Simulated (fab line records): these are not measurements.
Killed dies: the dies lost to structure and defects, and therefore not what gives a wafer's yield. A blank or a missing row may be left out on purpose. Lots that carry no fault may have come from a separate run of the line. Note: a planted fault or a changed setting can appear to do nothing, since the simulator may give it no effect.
fab line records	flow nand-harc
record lots=5	wafers=15	last-day=23
route steps=1159 shown A_M1@1032 END@1159
lots that met no fault: taken from a fault-free run of the same line
start-h: start of the lot's first displayed wafer, in hours after the record's first day	wait-h: hours elapsed since this lot's preceding step	" repeats the value in the row above	L1.1+2: a single row standing in for several wafers	- value missing, or start not given	* or withheld: withheld	< > ~ a bound
route shown NAME@n: a module of which the file shows steps, and the number in the route of the first	usual: mean/standard deviation taken from wafers without a fault	same: alike in all rows	chamber/n: place in a boat	sites: the reading at each site	_std_site: the standard deviation of these	_edge_site: mean of outer sites minus mean of inner sites	radius-mm: for every site, how far away it sits from the centre of the wafer	mask NAME#n: copy n	behind: tool/chamber where the wafer was last shaped	hold: reason for holding the lot/hours on hold/outcome of the hold	device: whichever transistor did not switch (one of n, p or np)	end of line: the tests these same wafers got at the end of their route	a step without rows: its recipe alone	killed: not the wafer's yield, but the dies lost to structure and defects at the first sort	map: the dies of a wafer, with x for killed, . for not killed, _ for no die there
set.NAME: the run value of the setting; set.NAME@STEP: its run value at that earlier step	model.NAME: the simulator's own value behind a step, which no gauge read
certain route steps with their lots: each step a table, each wafer a row
services: a tool's chamber out of use, with start hour (start-h, from the record's first day; less than 0 if before it), hours out, and reason
## steps
# step NHARC_A_M1_EBR_05
# step NHARC_A_M1_EXPOSE_06
# recipe na=1.35	target-cd-nm=120	dose-mj=75.13	mask-id=A_M1
# step NHARC_A_M1_PEB_07
# recipe peb-temp-c=100	peb-time-s=65
# step NHARC_A_M1_DEVELOP_08
# recipe develop-time-s=35	dev-temp-c=23
# step NHARC_A_M1_CD_MEAS_09
# recipe target-cd-nm=120	landing-energy-ev=500
# usual cd-nm=119.7/0.67
lot.wafer	tool	chamber	start-h	wait-h	cd-nm
L156.3	cd-sem-02	0	413.03	-	119.0
L156.4	"	0	"	"	118.9
L156.5	"	0	"	"	119.2
L155.1	cd-sem-02	0	413.94	-	119.6
L155.3	"	0	"	"	118.9
L155.5	"	0	"	"	120.3
L164.3	cd-sem-01	0	461.86	-	119.7
L164.5	"	0	"	"	119.8
L164.6	"	0	"	"	119.4
L165.3	cd-sem-03	0	479.33	-	119.0
L165.5	"	0	"	"	118.6
L165.6	"	0	"	"	119.7
L169.2	cd-sem-01	0	494.09	-	119.5
L169.4	"	0	"	"	119.3
L169.5	"	0	"	"	119.3
# step NHARC_A_M1_OVL_MEAS_10
# recipe pitch-nm=240
# usual overlay-x-nm=-0.2/1	overlay-y-nm=0.1/0.66
lot.wafer	tool	chamber	start-h	wait-h	overlay-x-nm	overlay-y-nm
L156.3	overlay-02	-	413.12	-	0.6	0.4
L156.4	"	-	"	"	0.6	0.8
L156.5	"	-	"	"	0.5	1.1
L155.1	overlay-01	-	414.02	-	-0.2	1.2
L155.3	"	-	"	"	-0.4	0.5
L155.5	"	-	"	"	0.1	1.0
L164.3	overlay-02	-	461.95	-	0.3	0.0
L164.5	"	-	"	"	-0.9	-0.2
L164.6	"	-	"	"	-0.7	-0.1
L165.3	overlay-01	-	479.41	-	-1.7	-0.3
L165.5	"	-	"	"	-1.8	-0.1
L165.6	"	-	"	"	-2.1	0.3
L169.2	overlay-01	-	494.17	-	-1.5	0.5
L169.4	"	-	"	"	-1.5	0.5
L169.5	"	-	"	"	-1.4	0.8
# step NHARC_A_M1_INSPECT_11
# usual raw-defect-count=31/14
lot.wafer	tool	chamber	start-h	wait-h	raw-defect-count
L156.3	defect-inspect-01	-	413.15	0.0	10
L156.4	"	-	"	"	15
L156.5	"	-	"	"	15
L155.1	defect-inspect-01	-	414.06	0.0	18
L155.3	"	-	"	"	11
L155.5	"	-	"	"	23
L164.3	defect-inspect-02	-	461.99	0.0	46
L164.5	"	-	"	"	40
L164.6	"	-	"	"	39
L165.3	defect-inspect-01	-	479.45	0.0	66
L165.5	"	-	"	"	57
L165.6	"	-	"	"	60
L169.2	defect-inspect-02	-	494.21	0.0	47
L169.4	"	-	"	"	29
L169.5	"	-	"	"	26
# step NHARC_A_M1_DESCUM_14
# recipe time-s=3	o2-flow-sccm=200	ar-flow-sccm=0	bias-power-w=0	chemistry=O2
# usual drypump-motor-current-A=6.0/0.48	oes-product-au=0.997/0.0092	rf-vpp-V=57.9/0.87	showerhead-plenum-p-Torr=1.92/0.084	throttle-valve-pct=11.311/0.0092
lot.wafer	tool	chamber	start-h	wait-h	drypump-motor-current-A	oes-product-au	rf-hours-counter-h	rf-vpp-V	showerhead-plenum-p-Torr	throttle-valve-pct
L156.3	rie-diel-08	3	413.22	0.1	6.3	1.004	8	57.0	2.03	11.306
L156.4	"	3	"	"	6.3	1.019	-	58.7	2.03	11.305
L156.5	"	0	"	"	6.1	0.989	-	58.6	1.98	11.308
L155.3	rie-diel-08	2	414.12	0.1	6.3	0.987	8	57.6	1.93	11.309
L155.1	"	0	"	"	6.1	0.990	8	57.8	1.98	11.313
L155.5	"	2	"	"	6.3	0.981	-	59.8	1.93	11.308
L164.3	rie-diel-11	3	462.08	0.1	6.3	1.011	2	58.1	1.83	11.310
L164.6	"	0	"	"	6.6	1.002	-	60.2	2.00	11.292
L164.5	"	1	"	"	6.0	1.004	-	58.7	1.87	11.295
L165.3	rie-diel-03	0	479.53	0.1	5.2	0.977	6	57.8	1.91	11.313
L165.6	"	3	"	"	4.8	0.984	-	57.4	1.85	11.300
L165.5	"	0	"	"	5.2	0.990	-	58.5	1.91	11.301
L169.4	rie-diel-03	1	494.28	0.1	5.8	0.998	7	56.4	2.01	11.308
L169.2	"	3	"	"	4.8	0.999	8	56.5	1.85	11.318
L169.5	"	0	"	"	5.2	0.982	-	58.2	1.91	11.292
# step NHARC_A_M1_ETCH_35
# recipe target-depth-a=400	overetch-a=120	time-s=43.94	ion-energy-ev=200	n2-flow-sccm=150	h2-flow-sccm=150	ar-flow-sccm=0	rf-w=400	bias-w=150	chemistry=N2/H2
# usual drypump-motor-current-A=6.0/0.47	oes-product-au=0.996/0.01	rf-fwd-power-W=394.6/1.6	rf-vpp-V=430.6/2.7	run-length-s=65.3/0.5	showerhead-plenum-p-Torr=2.04/0.092	throttle-valve-pct=14.171/0.0096
lot.wafer	tool	chamber	start-h	wait-h	drypump-motor-current-A	oes-product-au	rf-fwd-power-W	rf-hours-counter-h	rf-vpp-V	run-length-s	showerhead-plenum-p-Torr	throttle-valve-pct
L156.3	rie-diel-08	0	413.32	0.1	6.1	0.990	392.2	8	431.9	64.8	2.11	14.176
L156.4	"	0	"	"	6.1	0.997	395.5	-	433.3	64.9	2.11	14.170
L156.5	"	2	"	"	6.3	0.976	396.2	-	429.8	64.5	2.06	14.171
L155.3	rie-diel-08	0	414.23	0.1	6.1	0.982	394.0	8	432.2	65.1	2.11	14.168
L155.1	"	2	"	"	6.3	0.982	392.9	8	432.0	64.8	2.06	14.158
L155.5	"	3	"	"	6.3	1.016	392.9	-	431.8	65.6	2.16	14.163
L164.3	rie-diel-11	3	462.14	0.1	6.3	0.998	394.7	2	428.7	65.6	1.95	14.175
L164.5	"	3	"	"	6.3	1.001	395.4	-	428.0	65.6	1.95	14.167
L164.6	"	0	"	"	6.6	0.995	394.1	-	433.3	65.4	2.14	14.177
L165.3	rie-diel-03	0	479.62	0.1	5.2	0.981	395.6	6	428.5	65.5	2.03	14.183
L165.6	"	3	"	"	4.8	0.991	393.2	-	429.5	65.3	1.97	14.173
L165.5	"	0	"	"	5.2	0.977	394.0	-	429.0	64.9	2.03	14.172
L169.4	rie-diel-03	3	494.35	0.1	4.8	1.004	395.9	8	427.6	65.3	1.97	14.165
L169.2	"	0	"	"	5.2	0.984	395.2	8	428.8	65.3	2.03	14.165
L169.5	"	0	"	"	5.2	0.984	392.9	-	430.6	65.1	2.03	14.166
# step NHARC_A_M1_ETCH_15
# recipe target-depth-a=1825	time-s=91.2	c4f8-flow-sccm=withheld	ar-flow-sccm=400	rf-w=600	bias-w=300	chemistry=C4F8/Ar
# usual oes-product-au=0.948/0.025	rf-fwd-power-W=595.5/2.1	rf-vpp-V=440.8/2.8	run-length-s=112.5/0.53
lot.wafer	tool	chamber	start-h	wait-h	oes-product-au	rf-fwd-power-W	rf-hours-counter-h	rf-vpp-V	run-length-s
L156.3	rie-diel-08	2	-	-	0.906	595.2	8	439.8	111.8
L156.5	"	2	"	"	0.905	595.6	-	441.1	111.7
L156.4	"	3	"	"	0.938	596.8	-	444.7	113.3
L155.3	rie-diel-08	3	-	-	0.974	590.5	8	443.7	112.5
L155.1	"	0	"	"	0.949	596.7	8	445.8	112.0
L155.5	"	2	"	"	0.943	595.6	-	440.5	111.6
L164.3	rie-diel-11	3	-	-	0.984	598.0	2	438.3	112.7
L164.6	"	2	"	"	0.971	596.8	-	438.7	111.9
L164.5	"	3	"	"	0.977	596.4	-	437.9	112.3
L165.3	rie-diel-03	0	-	-	0.948	597.8	6	439.2	112.6
L165.6	"	1	"	"	0.959	597.8	-	444.5	112.3
L165.5	"	3	"	"	0.943	596.0	-	439.0	113.3
L169.2	rie-diel-03	2	-	-	0.921	595.7	7	435.2	112.2
L169.4	"	0	"	"	0.917	595.8	8	441.6	112.2
L169.5	"	2	"	"	0.918	598.4	-	436.7	112.6
# step NHARC_A_M1_CD_MEAS_16
# usual cd-nm=119.8/0.9
lot.wafer	tool	chamber	start-h	wait-h	cd-nm
L156.3	cd-sem-02	-	413.57	-	120.2
L156.4	"	-	"	"	119.9
L156.5	"	-	"	"	119.8
L155.1	cd-sem-02	-	414.47	-	119.1
L155.3	"	-	"	"	118.7
L155.5	"	-	"	"	120.2
L164.3	cd-sem-03	-	462.36	-	120.0
L164.5	"	-	"	"	119.5
L164.6	"	-	"	"	119.1
L165.3	cd-sem-03	-	479.86	-	119.5
L165.5	"	-	"	"	119.0
L165.6	"	-	"	"	119.8
L169.2	cd-sem-01	-	494.58	-	119.4
L169.4	"	-	"	"	120.3
L169.5	"	-	"	"	118.6
# step NHARC_A_M1_STRIP_18
# recipe power-w=1000	n2-flow-sccm=150	h2-flow-sccm=150	ar-flow-sccm=0	bias-w=0	chemistry=N2/H2
# usual drypump-motor-current-A=5.9/0.54	oes-product-au=0.996/0.01	rf-fwd-power-W=996.7/2.6	rf-vpp-V=90.7/1	showerhead-plenum-p-Torr=2.05/0.092	throttle-valve-pct=14.172/0.0089
lot.wafer	tool	chamber	start-h	wait-h	drypump-motor-current-A	oes-product-au	rf-fwd-power-W	rf-hours-counter-h	rf-vpp-V	showerhead-plenum-p-Torr	throttle-valve-pct
L156.3	rie-diel-08	2	413.68	0.1	6.3	0.979	999.0	8	91.4	2.06	14.175
L156.5	"	0	"	"	6.1	0.981	996.5	-	90.5	2.11	14.156
L156.4	"	3	"	"	6.3	1.009	998.3	-	90.9	2.17	14.163
L155.1	rie-diel-03	3	414.57	0.1	4.8	0.998	998.9	1	90.3	1.97	14.160
L155.3	"	0	"	"	5.2	0.998	996.2	1	91.0	2.03	14.173
L155.5	"	2	"	"	5.4	1.003	1001.3	-	89.0	1.89	14.179
L164.3	rie-diel-03	0	462.46	0.1	5.2	0.982	996.6	5	90.8	2.03	14.162
L164.6	"	3	"	"	4.8	0.991	993.5	-	90.7	1.97	14.167
L164.5	"	0	"	"	5.2	0.986	998.0	-	91.4	2.03	14.176
L165.3	rie-diel-11	2	479.96	0.1	5.9	1.011	998.1	3	89.8	1.95	14.166
L165.6	"	1	"	"	6.0	1.013	992.6	-	92.1	1.99	14.160
L165.5	"	2	"	"	5.9	0.994	996.2	-	89.4	1.95	14.177
L169.4	rie-diel-08	0	494.65	0.1	6.1	1.006	999.4	0	90.1	2.11	14.173
L169.2	"	3	"	"	6.3	0.997	996.0	0	90.8	2.16	14.167
L169.5	"	0	"	"	6.1	1.012	996.8	-	89.8	2.11	14.167
# step NHARC_A_M1_ETCH_28
# recipe target-depth-a=300	over-etch-frac=0.3	time-s=72.99	ion-energy-ev=150	cf4-flow-sccm=50	n2-flow-sccm=100	ar-flow-sccm=150	rf-w=300	bias-w=100	chemistry=CF4/N2
# usual drypump-motor-current-A=5.9/0.49	oes-product-au=0.996/0.0095	rf-fwd-power-W=297.4/1.1	rf-vpp-V=314.2/2	run-length-s=94.3/0.49	showerhead-plenum-p-Torr=2.63/0.11	throttle-valve-pct=19.795/0.0084
lot.wafer	tool	chamber	start-h	wait-h	drypump-motor-current-A	oes-product-au	rf-fwd-power-W	rf-hours-counter-h	rf-vpp-V	run-length-s	showerhead-plenum-p-Torr	throttle-valve-pct
L156.3	rie-diel-08	2	413.94	-	6.3	0.982	297.0	8	314.9	93.4	2.65	19.794
L156.5	"	2	"	"	6.3	0.981	297.3	-	314.2	93.3	2.65	19.789
L156.4	"	0	"	"	6.1	0.990	297.7	-	314.4	93.8	2.71	19.785
L155.1	rie-diel-03	2	414.79	-	5.4	1.006	298.5	1	313.2	93.8	2.44	19.814
L155.3	"	3	"	"	4.8	0.997	298.9	1	313.2	94.4	2.54	19.780
L155.5	"	3	"	"	4.8	1.003	298.7	-	312.8	94.6	2.54	19.794
L164.3	rie-diel-03	2	462.69	-	5.4	1.000	299.5	5	310.5	94.0	2.44	19.783
L164.6	"	3	"	"	4.8	0.987	297.5	-	311.8	95.0	2.54	19.794
L164.5	"	0	"	"	5.2	0.983	-	-	313.0	75.2	2.62	19.800
L165.3	rie-diel-11	3	480.18	-	6.3	1.007	297.9	3	312.0	94.4	2.52	19.796
L165.6	"	1	"	"	6.0	1.012	296.6	-	311.2	95.4	2.57	19.784
L165.5	"	2	"	"	5.9	0.999	299.3	-	312.9	93.6	2.52	19.808
L169.4	rie-diel-11	1	494.89	-	6.0	1.018	296.9	3	313.5	95.1	2.57	19.791
L169.2	"	2	"	"	5.9	0.993	297.1	3	313.5	93.6	2.52	19.794
L169.5	"	1	"	"	6.0	1.002	295.5	-	313.5	95.7	2.57	19.801
# step NHARC_A_M1_STRIP_19
# recipe time-s=600	temp-c=30	chemistry=post-etch-residue-remover
# step NHARC_END_SORT_01
# recipe temp-c=25
# usual defect-limited-yield=95.4/1.8	killed-at-array=27/11	killed-at-other=0.7/1.1	killed-at-periphery=3.4/2.1	killed-dies=31/12	killed-open=3.6/2	killed-short=2.0/1.3	sort_bin_2_pct=1.5/0.71	sort_bin_3_pct=0.25/0.22	sort_bin_4_pct=2.9/1.2	sort-n-pass=646/12	sort-rim-yield-pct=95.0/2.5	sort-yield-pct=95.4/1.8
# same gross-dies=677	sort_bin_5_pct[%]=0	sort_bin_6_pct[%]=0	sort_bin_7_pct[%]=0	sort_bin_8_pct[%]=0	sort-rim-n-gross=106.00
lot.wafer	tool	chamber	start-h	wait-h	defect-limited-yield[%]	killed-at-array	killed-at-other	killed-at-periphery	killed-dies	killed-open	killed-short	sort_bin_2_pct[%]	sort_bin_3_pct[%]	sort_bin_4_pct[%]	sort-n-pass	sort-rim-yield-pct[%]	sort-yield-pct[%]
L155.1	prober-02	0	458.49	2.5	97.0	14	0	6	20	3	3	1.2	0	1.8	657	91.5	97.0
L155.3	prober-02	0	460.09	3.1	98.5	9	0	1	10	2	0	0.4	0	1.0	667	96.2	98.5
L155.5	prober-02	0	461.69	3.7	97.5	15	0	2	17	1	2	0.1	0	2.4	660	95.3	97.5
L164.3	prober-01	0	499.99	3.1	94.8	35	0	0	35	1	0	1.2	0.30	3.7	642	100.0	94.8
L164.5	prober-01	0	501.60	3.7	94.1	36	1	3	40	4	4	1.6	0.30	4.0	637	93.4	94.1
L164.6	prober-01	0	502.40	4.0	94.5	35	0	2	37	2	2	2.1	0.30	3.1	640	100.0	94.5
# killed by level:class
L155.1 A_CONTACT:chamber-film-flake=3 P_GATE:chamber-film-flake=2 P_CONTACT:chamber-film-flake=2 A_STAIRCASE:chamber-film-flake=2 A_SLIT:chamber-film-flake=2 P_CONTACT:geometric-particle:short=1 P_M2:geometric-particle:open=1 A_CHANNEL_FILL_D1:geometric-particle:short=1
L155.3 A_SLIT:chamber-film-flake=3 A_CONTACT:chamber-film-flake=2 P_M1:geometric-particle:open=1 A_CONTACT:geometric-particle:open=1 A_CHANNEL_HOLE_D1:chamber-film-flake=1 A_CHANNEL_FILL_D1:chamber-film-flake=1 A_STAIRCASE:chamber-film-flake=1
L155.5 A_SLIT:chamber-film-flake=4 A_CHANNEL_FILL_D1:chamber-film-flake=3 A_CHANNEL_HOLE_D1:chamber-film-flake=2 A_STAIRCASE:chamber-film-flake=2 A_CONTACT:chamber-film-flake=2 P_CONTACT:geometric-particle:open=1 A_WL_FILL:geometric-particle:short=1 A_M0:geometric-particle:short=1
L164.3 A_CHANNEL_HOLE_D1:chamber-film-flake=22 A_STAIRCASE:chamber-film-flake=8 A_M0:geometric-particle:open=1 A_ZERO_WELL:chamber-film-flake=1 A_SGD_CUT:chamber-film-flake=1 A_WL_FILL:chamber-film-flake=1 A_CONTACT:chamber-film-flake=1
L164.5 A_CHANNEL_HOLE_D1:chamber-film-flake=18 A_STAIRCASE:chamber-film-flake=8 A_CONTACT:chamber-film-flake=3 P_GATE:geometric-particle:open=1 P_M0:geometric-particle:open=1 A_CHANNEL_HOLE_D1:geometric-particle:short=1 A_CHANNEL_HOLE_D1:geometric-particle:open=1 A_CHANNEL_FILL_D1:geometric-particle:short=1
L164.6 A_CHANNEL_HOLE_D1:chamber-film-flake=23 A_WL_FILL:chamber-film-flake=4 A_STAIRCASE:chamber-film-flake=3 A_CONTACT:chamber-film-flake=2 P_CONTACT:geometric-particle:open=1 A_CHANNEL_FILL_D1:geometric-particle:short=1 A_SGD_CUT:geometric-particle:short=1 A_M1:geometric-particle:open=1
## services
tool	chamber	start-h	hours	kind
rie-diel-03	-	392.70	9.0	pm
rie-diel-03	0	392.70	9.0	vent-cycle
rie-diel-03	1	392.70	9.0	vent-cycle
rie-diel-03	2	392.70	9.0	vent-cycle
rie-diel-03	3	392.70	9.0	vent-cycle
rie-diel-03	0	401.70	-	clean
rie-diel-03	1	401.70	-	clean
rie-diel-03	2	401.70	-	clean
rie-diel-03	3	401.70	-	clean
rie-diel-11	1	406.67	7.5	repair
rie-diel-08	1	411.36	9.2	repair
rie-diel-08	0	418.44	11.9	repair
rie-diel-03	0	426.20	-	clean
rie-diel-03	1	426.20	-	clean
rie-diel-03	2	426.20	-	clean
rie-diel-03	3	426.20	-	clean
rie-diel-03	-	433.20	1.1	repair
rie-diel-03	0	450.70	-	clean
rie-diel-03	1	450.70	-	clean
rie-diel-03	2	450.70	-	clean
rie-diel-03	3	455.16	4.6	repair
rie-diel-03	2	472.52	9.0	repair
rie-diel-08	-	478.80	9.0	pm
rie-diel-08	-	494.88	1.0	repair
## key
first-sign step=NHARC_A_M1_ETCH_28	reading=run-length-s	direction=down	sigmas=39	usual=*	struck=*
effect none on later readings
met-at NHARC_A_M1_ETCH_28
struck-wafers L164.5
fault kind=process-parameter-drift	tool=rie-diel-03	chamber=0	onset-h=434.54	steps=NHARC_A_M1_ETCH_28	channel=time-s	offset=*	shape=step	end-h=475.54	acts-in=*	stated=*
